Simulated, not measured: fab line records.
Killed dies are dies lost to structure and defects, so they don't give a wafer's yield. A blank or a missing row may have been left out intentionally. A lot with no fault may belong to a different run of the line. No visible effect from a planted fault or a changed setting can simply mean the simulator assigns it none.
Check of tool commonality | flow n5-finfet | Sample size 8 lots and 24 wafers

== WHY IT WAS OPENED ==
At N5_GATE_CUT_THK_MEAS_24 the reading GC_FILL_THK is flagged on 2 of 8 lots. Wafers without a fault read 220.3 nm, standard deviation 1.9.
Rule: flag the lot when none of its wafers has a number, or when each of its wafers that has one lies beyond 4 standard deviations from that mean. As for the other lots, they are considered sound.

lot  | measured     | on            | GC_FILL_THK (nm), wafer by wafer | flag
L326 | day 4 15:30  | film-metro-01 | 220.8 219.3 219.6                |
L333 | day 6 08:28  | film-metro-02 | 218.5 220.0 220.9                |
L334 | day 6 17:04  | film-metro-01 | 222.9 220.0 224.2                |
L339 | day 7 22:36  | film-metro-02 | 295.3 295.9 297.5                | FLAGGED
L341 | day 8 08:38  | film-metro-02 | 289.6 289.3 290.0                | FLAGGED
L343 | day 8 18:59  | film-metro-02 | 220.0 218.2 222.1                |
L347 | day 9 21:05  | film-metro-01 | 222.6 221.7 224.0                |
L348 | day 10 04:22 | film-metro-01 | 217.4 219.2 219.5                |
The numbers of the flagged lots are 292.9 nm on average: +72.6 nm against the usual, or +38 standard deviations.

== LOT BY LOT: THE TOOL USED ==
5 process steps preceding the reading are held in the record, out of 1938 steps in the route. In each cell: the tool, then ch and the chambers that the sampled wafers went through, then the start.
lot  | flag    | N5_GATE_CUT_STRIP_59              | N5_GATE_CUT_HM_DEP_46          | N5_GATE_CUT_HM_OPEN_40            | N5_GATE_CUT_ETCH_47               | N5_GATE_CUT_VAPOR_ETCH_51
L326 |         | rie-diel-06 ch 0,1,3, day 4 09:34 | pecvd-02 ch 0,1,2, day 4 12:25 | rie-diel-03 ch 1,2,3, day 4 13:02 | rie-metal-03 ch 0,1, day 4 13:25  | rie-metal-03 ch 0,1, day 4 13:31
L333 |         | rie-diel-06 ch 0,1,3, day 6 02:08 | pecvd-01 ch 0,2, day 6 05:16   | rie-diel-06 ch 0,2,3, day 6 06:00 | rie-metal-03 ch 0,1, day 6 06:23  | rie-metal-03 ch 0,1, day 6 06:28
L334 |         | rie-diel-01 ch 1,3, day 6 11:01   | pecvd-02 ch 0,1, day 6 13:52   | rie-diel-01 ch 1,2,3, day 6 14:37 | rie-metal-03 ch 0,1, day 6 14:59  | rie-metal-03 ch 0,1, day 6 15:05
L339 | FLAGGED | rie-diel-03 ch 0,1,2, day 7 15:55 | pecvd-02 ch 0,1, day 7 18:46   | rie-diel-06 ch 1,3, day 7 19:26   | rie-metal-02 ch 0, day 7 19:49    | rie-metal-02 ch 0, day 7 19:55
L341 | FLAGGED | rie-diel-01 ch 1,2,3, day 8 02:37 | pecvd-02 ch 0,1,2, day 8 05:26 | rie-diel-03 ch 0,2,3, day 8 06:11 | rie-metal-02 ch 0,1, day 8 06:34  | rie-metal-02 ch 0,1, day 8 06:40
L343 |         | rie-diel-03 ch 1,2,3, day 8 12:56 | pecvd-01 ch 0,1, day 8 15:46   | rie-diel-03 ch 1,2,3, day 8 16:32 | rie-metal-03 ch 0,1, day 8 16:55  | rie-metal-03 ch 0,1, day 8 17:00
L347 |         | rie-diel-06 ch 0,1,3, day 9 15:10 | pecvd-01 ch 0,1,2, day 9 17:59 | rie-diel-03 ch 0,1, day 9 18:36   | rie-metal-01 ch 0,1, day 9 18:59  | rie-metal-01 ch 0,1, day 9 19:05
L348 |         | rie-diel-01 ch 0,1,3, day 9 22:21 | pecvd-01 ch 0,2, day 10 01:10  | rie-diel-03 ch 0,3, day 10 01:55  | rie-metal-01 ch 0,1, day 10 02:18 | rie-metal-01 ch 0,1, day 10 02:23
What is done by these steps:
- N5_GATE_CUT_STRIP_59: strips in N2/H2, time 20 s.
- N5_GATE_CUT_HM_DEP_46: deposits SiO2 from TEOS/O2, target thk 130 nm, time 26.6 s.
- N5_GATE_CUT_HM_OPEN_40: chemistry C4F6/O2, target SiO2, target depth 139 nm, time 85.1 s.
- N5_GATE_CUT_ETCH_47: etches SiO2 in Cl2/BCl3, target depth 10 nm.
- N5_GATE_CUT_VAPOR_ETCH_51: etches HfO2 in BCl3/Cl2.
- N5_GATE_CUT_THK_MEAS_24

== FLAGGED AGAINST TOTAL, ONE TOOL AT A TIME (gauges that did the reading follow at the end) ==
step                      | tool          | lots run | flagged | share of the flagged lots | sound lots run after its first flagged lot
N5_GATE_CUT_STRIP_59      | rie-diel-01   | 3        | 1       | some                      | 1 (L348)
N5_GATE_CUT_STRIP_59      | rie-diel-03   | 2        | 1       | some                      | 1 (L343)
N5_GATE_CUT_STRIP_59      | rie-diel-06   | 3        | 0       | none                      | -
N5_GATE_CUT_HM_DEP_46     | pecvd-01      | 4        | 0       | none                      | -
N5_GATE_CUT_HM_DEP_46     | pecvd-02      | 4        | 2       | all                       | 0
N5_GATE_CUT_HM_OPEN_40    | rie-diel-01   | 1        | 0       | none                      | -
N5_GATE_CUT_HM_OPEN_40    | rie-diel-03   | 5        | 1       | some                      | 3 (L343,L347,L348)
N5_GATE_CUT_HM_OPEN_40    | rie-diel-06   | 2        | 1       | some                      | 0
N5_GATE_CUT_ETCH_47       | rie-metal-01  | 2        | 0       | none                      | -
N5_GATE_CUT_ETCH_47       | rie-metal-02  | 2        | 2       | all                       | 0
N5_GATE_CUT_ETCH_47       | rie-metal-03  | 4        | 0       | none                      | -
N5_GATE_CUT_VAPOR_ETCH_51 | rie-metal-01  | 2        | 0       | none                      | -
N5_GATE_CUT_VAPOR_ETCH_51 | rie-metal-02  | 2        | 2       | all                       | 0
N5_GATE_CUT_VAPOR_ETCH_51 | rie-metal-03  | 4        | 0       | none                      | -
N5_GATE_CUT_THK_MEAS_24   | film-metro-01 | 4        | 0       | none                      | -
N5_GATE_CUT_THK_MEAS_24   | film-metro-02 | 4        | 2       | all                       | 1 (L343)

== WHAT THE TABLE ALLOWS ==
4 rows of the table ran every flagged lot: pecvd-02 at N5_GATE_CUT_HM_DEP_46, rie-metal-02 at N5_GATE_CUT_ETCH_47, rie-metal-02 at N5_GATE_CUT_VAPOR_ETCH_51, film-metro-02 at N5_GATE_CUT_THK_MEAS_24.
- pecvd-02 at N5_GATE_CUT_HM_DEP_46: 2 of its 4 lots flagged. It ran its last sound lot, L334, at day 6 13:52 and its first flagged lot, L339, at day 7 18:46: a fault with its onset between the two fits.
- rie-metal-02 at N5_GATE_CUT_ETCH_47: 2 of its 2 lots flagged. In this sample it ran no sound lot ahead of its first flagged lot, so there is no way to narrow down the start.
- rie-metal-02 at N5_GATE_CUT_VAPOR_ETCH_51: 2 of its 2 lots flagged. In this sample it ran no sound lot ahead of its first flagged lot, so there is no way to narrow down the start.
- film-metro-02 at N5_GATE_CUT_THK_MEAS_24: 2 of its 4 lots flagged. Sound lots ran on it after the first flagged one (L343), which a lasting fault on the whole tool wouldn't allow.
These 2 tools cannot be told apart by counting lots, since each of them fits a fault that started at some hour. More lots, or a look at what each step does to the wafer, might.

== WHAT WAS PUT IN BY THE SIMULATOR ==
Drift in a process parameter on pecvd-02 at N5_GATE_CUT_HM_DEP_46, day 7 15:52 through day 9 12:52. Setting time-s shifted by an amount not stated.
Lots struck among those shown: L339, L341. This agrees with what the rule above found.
